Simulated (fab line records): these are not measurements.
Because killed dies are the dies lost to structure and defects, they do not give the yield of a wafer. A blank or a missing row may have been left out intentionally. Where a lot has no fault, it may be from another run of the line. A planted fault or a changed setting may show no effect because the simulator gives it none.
Matching of chambers -- flow nand_harc -- rie_diel-01 running NHARC_P_GATE_DESCUM_31: 4 sister chambers
The step chemistry O2, time 3 s. 16 wafers are shown with their chamber, then 8 later ones without.

EACH WAFER AND ITS CHAMBER
wafer,chamber,drypump_motor_current_A (A),oes_product_au (a.u.),rf_vpp_V (V)
L666.2,3,5.3,1.022,58.5
L666.3,1,6.4,1.006,59.6
L666.6,3,5.3,1.004,59.1
L665.2,2,6.6,0.985,57.6
L665.4,1,6.4,1.014,59.1
L665.5,0,5.7,1.016,57.3
L670.1,0,5.7,1.021,58.5
L670.2,1,6.4,1.023,57.6
L670.4,1,6.4,1.017,59.6
L680.2,1,6.4,1.014,57.0
L680.3,2,6.6,1.012,58.1
L680.4,0,5.7,1.007,56.8
L681.1,1,6.4,1.011,57.1
L681.2,2,6.5,1.024,57.7
L681.6,3,5.2,0.995,57.8
L682.2,3,5.3,0.993,57.4

SIGNATURES, as means of the wafers listed above
reading,chamber 0,chamber 1,chamber 2,chamber 3,scatter within a chamber
drypump_motor_current_A,5.700,6.400,6.567,5.275,0.0344
oes_product_au,1.01467,1.01417,1.00700,1.00350,0.0115
rf_vpp_V,57.533,58.333,57.800,58.200,0.957
Rule: for each reading, subtract the chamber's mean from the wafer's reading, divide by that reading's scatter and square the result; add these up over the readings and take the root, which gives the wafer's distance from the chamber. The wafer belongs to the nearest chamber; if the next one is less than 2 further off, it can't be placed. The scatter is the square root of a quotient: the sum, over the shown wafers, of each reading's squared deviation from its chamber's mean, divided by wafers minus chambers.

WAFERS WHOSE CHAMBER IS MISSING
wafer,drypump_motor_current_A (A),oes_product_au (a.u.),rf_vpp_V (V)
L682.4,6.6,1.013,57.3
L682.5,5.3,0.989,60.1
L685.1,5.7,1.013,57.8
L685.3,6.6,1.005,57.2
L685.4,6.4,1.003,57.8
L688.2,6.4,1.000,58.6
L688.4,5.3,0.984,59.6
L688.6,6.4,1.003,58.3

THE CHAMBER EACH PASSED THROUGH
wafer,from the rows above,in truth
L682.4,2,2
L682.5,3,3
L685.1,0,0
L685.3,2,2
L685.4,1,1
L688.2,1,1
L688.4,3,3
L688.6,1,1
8 of 8 placed correctly. Left unplaced by these rows: 0. Number placed wrongly: 0.
